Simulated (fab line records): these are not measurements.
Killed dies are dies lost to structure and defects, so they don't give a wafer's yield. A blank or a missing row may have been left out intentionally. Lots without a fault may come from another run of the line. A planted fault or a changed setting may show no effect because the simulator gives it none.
Split-lot trial | flow n5 finfet | 21 wafers read from 7 lots, route of 1938 steps

SPLIT DETAILS
At N5_BEOL_M9_ILD_DEP_00 (deposits SiCOH lowk from DEMS/porogen, target thk 308.51 nm, time 58 s), the setting time s was moved away from the recipe's 58 s on 9 of the 21 wafers read, by -12.7% to +14.9%. This setting was run at the recipe's value on the other wafers.

THE PATH FROM SPLIT TO READING: the file shows 1 step between them
- N5_BEOL_M9_CURE_71: cures SiCOH lowk, time 240 s

THE READING
M9_ILD_THK, in nm, at N5_BEOL_M9_THK_MEAS_01. Fault-free wafers of this fab line usually give 268 nm, standard deviation 3.2 nm.

wafer  | tool, chamber at the split | time s as run, s | against the recipe | M9_ILD_THK, nm | against lot-mates on the recipe
L076.1 | pecvd-02, 2                | 58               | recipe             | 263            | -
L076.3 | pecvd-02, 1                | 58               | recipe             | 267            | -
L076.4 | pecvd-02, 2                | 58               | recipe             | 269            | -
L086.2 | pecvd-02, 1                | 58               | recipe             | 266            | -
L086.3 | pecvd-02, 0                | 62.47            | +7.7%              | 286            | +20
L086.4 | pecvd-02, 1                | 62.47            | +7.7%              | 290            | +24
L087.1 | pecvd-03, 0                | 58               | recipe             | 268            | -
L087.2 | pecvd-03, 2                | 64.85            | +11.8%             | 303            | +35
L087.6 | pecvd-03, 1                | 64.85            | +11.8%             | 302            | +34
L089.1 | pecvd-04, 0                | 51.59            | -11.1%             | 238            | -32
L089.4 | pecvd-04, 2                | 58               | recipe             | 269            | -
L089.5 | pecvd-04, 1                | 58               | recipe             | 271            | -
L092.2 | pecvd-04, 1                | 50.97            | -12.1%             | 234            | -34
L092.3 | pecvd-04, 0                | 58               | recipe             | 266            | -
L092.4 | pecvd-04, 0                | 58               | recipe             | 270            | -
L090.2 | pecvd-02, 0                | 58               | recipe             | 265            | -
L090.4 | pecvd-02, 2                | 58               | recipe             | 267            | -
L090.5 | pecvd-02, 1                | 50.62            | -12.7%             | 234            | -32
L094.1 | pecvd-04, 2                | 66.66            | +14.9%             | 306            | +34
L094.5 | pecvd-04, 1                | 58               | recipe             | 272            | -
L094.6 | pecvd-04, 2                | 66.66            | +14.9%             | 312            | +40

FIT RESULTS
A straight line over all 21 wafers: M9_ILD_THK changes by +2.77 nm for each +1% of time s; r = +0.99; the points scatter about the line by 2.4 nm.
The same after taking each lot's own level away (the mean of its wafers on the recipe; 21 wafers): +2.69 nm for each +1%; r = +0.99; scatter 2.4 nm.
According to that fit, moving time s by its largest amount changes the reading by 40 nm.
Across the lots, their own levels run from 266.0 to 272.0 nm, a range of 1.9 times the standard deviation given above.
Consequently the slope shifts little with the lot-to-lot level, the two slopes agreeing.
Check: with one of the wafers moved furthest among these (+14.9%) left out of the fit, the line predicts +41.7 nm for it against its lot-mates. Against them it came out at +34 nm.

THE OTHER SPLITS THESE WAFERS WENT THROUGH
These wafers also went through other splits before the reading. Each is held against what the fit with the lots' levels taken away leaves over:
other split on the same wafers   | wafers away from the commonest value | r with M9_ILD_THK (lot level and that fit taken away)
N5_BEOL_M7_TRENCH_ETCH_37 time s | 4                                    | -0.07
N5_BEOL_M8_TRENCH_ETCH_37 time s | 8                                    | +0.17

THE WHOLE CHAIN: every reading that the file lists as answering this split, in the file's order
step                   | what it does                                                           | reading                                                                                  | change (the file's fit)              | r (the file's)
N5_BEOL_M9_ILD_DEP_00  | deposits SiCOH lowk from DEMS/porogen, target thk 308.51 nm, time 58 s | SiCOH_lowk_of_BEOL_M9_ILD_DEP_00.thk nm (the simulator's own value, which no gauge read) | +3.07 nm for each +1% of the setting | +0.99
N5_BEOL_M9_CURE_71     | cures SiCOH lowk, time 240 s                                           | SiCOH_lowk_of_BEOL_M9_ILD_DEP_00.thk nm (the simulator's own value, which no gauge read) | +2.7 nm for each +1% of the setting  | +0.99
N5_BEOL_M9_THK_MEAS_01 |                                                                        | M9_ILD_THK                                                                               | +2.71 for each +1% of the setting    | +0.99

THE FILE'S OWN FIT
M9_ILD_THK changes by +2.71 nm for each +1% of time s, r = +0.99.
